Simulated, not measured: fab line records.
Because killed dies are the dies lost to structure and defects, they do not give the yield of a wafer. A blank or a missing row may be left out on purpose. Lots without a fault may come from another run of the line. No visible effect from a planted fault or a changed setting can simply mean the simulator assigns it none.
Check for tools in common || flow nand_harc || 2 lots, 6 wafers sampled

## WHY THIS WAS OPENED
At NHARC_END_SORT_01 the reading killed_dies is flagged on 2 of 2 lots. Wafers without a fault read 58, standard deviation 16.
Rule: a lot is flagged when every wafer of it that has a number lies more than 4 standard deviations from that mean, or none has a number. As for the other lots, they are considered sound.

{"lot": "L422", "measured": "day 31 08:20", "on": "prober-01", "killed_dies, wafer by wafer": "677 677 677", "flag": "FLAGGED"}
{"lot": "L423", "measured": "day 31 17:40", "on": "prober-01", "killed_dies, wafer by wafer": "677 677 677", "flag": "FLAGGED"}
The numbers of the flagged lots are 677 on average: +619 against the usual, or +39 standard deviations.

## LOT BY LOT: THE TOOL USED
4 process steps preceding the reading are held in the record, out of 1302 steps in the route. In each cell: the tool, then ch and the chambers that the sampled wafers went through, then the start.
{"lot": "L422", "flag": "FLAGGED", "NHARC_A_STAIRCASE_TRIM_222": "rie_diel-13 ch 1,2,3, day 23 05:29 or earlier", "NHARC_A_STAIRCASE_ETCH_227": "rie_diel-13 ch 1,2, day 23 05:29 or earlier", "NHARC_A_STAIRCASE_ETCH_232": "rie_diel-09 ch 0,2,3, day 23 05:29 or earlier", "NHARC_A_STAIRCASE_ETCH_253": "rie_diel-04 ch 1,2,3, day 23 05:29"}
{"lot": "L423", "flag": "FLAGGED", "NHARC_A_STAIRCASE_TRIM_222": "rie_diel-09 ch 0,1, day 23 17:24 or earlier", "NHARC_A_STAIRCASE_ETCH_227": "rie_diel-09 ch 0,2,3, day 23 17:24 or earlier", "NHARC_A_STAIRCASE_ETCH_232": "rie_diel-09 ch 1,2, day 23 17:24 or earlier", "NHARC_A_STAIRCASE_ETCH_253": "rie_diel-09 ch 0,3, day 23 17:24"}
What is done by these steps:
- NHARC_A_STAIRCASE_TRIM_222: chemistry O2, time 211.2 s.
- NHARC_A_STAIRCASE_ETCH_227: etches the open film in C4F8/O2, target depth 100 nm, time 40.5 s.
- NHARC_A_STAIRCASE_ETCH_232: etches the open film in C4F8/O2, target depth 100 nm, time 40.5 s.
- NHARC_A_STAIRCASE_ETCH_253: etches the open film in C4F8/O2, target depth 50 nm, time 20.2 s.
- NHARC_END_SORT_01

## FLAGGED AGAINST TOTAL, ONE TOOL AT A TIME (gauges that did the reading follow at the end)
{"step": "NHARC_A_STAIRCASE_TRIM_222", "tool": "rie_diel-09", "lots run": 1, "flagged": 1, "share of the flagged lots": "some", "sound lots run after its first flagged lot": 0}
{"step": "NHARC_A_STAIRCASE_TRIM_222", "tool": "rie_diel-13", "lots run": 1, "flagged": 1, "share of the flagged lots": "some", "sound lots run after its first flagged lot": 0}
{"step": "NHARC_A_STAIRCASE_ETCH_227", "tool": "rie_diel-09", "lots run": 1, "flagged": 1, "share of the flagged lots": "some", "sound lots run after its first flagged lot": 0}
{"step": "NHARC_A_STAIRCASE_ETCH_227", "tool": "rie_diel-13", "lots run": 1, "flagged": 1, "share of the flagged lots": "some", "sound lots run after its first flagged lot": 0}
{"step": "NHARC_A_STAIRCASE_ETCH_232", "tool": "rie_diel-09", "lots run": 2, "flagged": 2, "share of the flagged lots": "all", "sound lots run after its first flagged lot": 0}
{"step": "NHARC_A_STAIRCASE_ETCH_253", "tool": "rie_diel-04", "lots run": 1, "flagged": 1, "share of the flagged lots": "some", "sound lots run after its first flagged lot": 0}
{"step": "NHARC_A_STAIRCASE_ETCH_253", "tool": "rie_diel-09", "lots run": 1, "flagged": 1, "share of the flagged lots": "some", "sound lots run after its first flagged lot": 0}
{"step": "NHARC_END_SORT_01", "tool": "prober-01", "lots run": 2, "flagged": 2, "share of the flagged lots": "all", "sound lots run after its first flagged lot": 0}
NHARC_A_STAIRCASE_TRIM_222: start missing for some lots; hours and lot order therefore follow NHARC_A_STAIRCASE_ETCH_253. NHARC_A_STAIRCASE_ETCH_227: start missing for some lots; hours and lot order therefore follow NHARC_A_STAIRCASE_ETCH_253. NHARC_A_STAIRCASE_ETCH_232: start missing for some lots; hours and lot order therefore follow NHARC_A_STAIRCASE_ETCH_253.

## THE TABLE: WHAT IT ALLOWS
Every flagged lot went through 2 rows of the table: rie_diel-09 at NHARC_A_STAIRCASE_ETCH_232 and prober-01 at NHARC_END_SORT_01.
- rie_diel-09 at NHARC_A_STAIRCASE_ETCH_232 ran 2 lots, 2 of them flagged. In this sample it ran no sound lot ahead of its first flagged lot, so there is no way to narrow down the start.
- prober-01 at NHARC_END_SORT_01 ran 2 lots, 2 of them flagged. In this sample it ran no sound lot ahead of its first flagged lot, so there is no way to narrow down the start.
Counting lots can't tell these 2 tools apart, because each fits a fault that began at some hour. More lots, or a look at what each step does to the wafer, might.

## WHAT THE SIMULATOR HAD INSERTED
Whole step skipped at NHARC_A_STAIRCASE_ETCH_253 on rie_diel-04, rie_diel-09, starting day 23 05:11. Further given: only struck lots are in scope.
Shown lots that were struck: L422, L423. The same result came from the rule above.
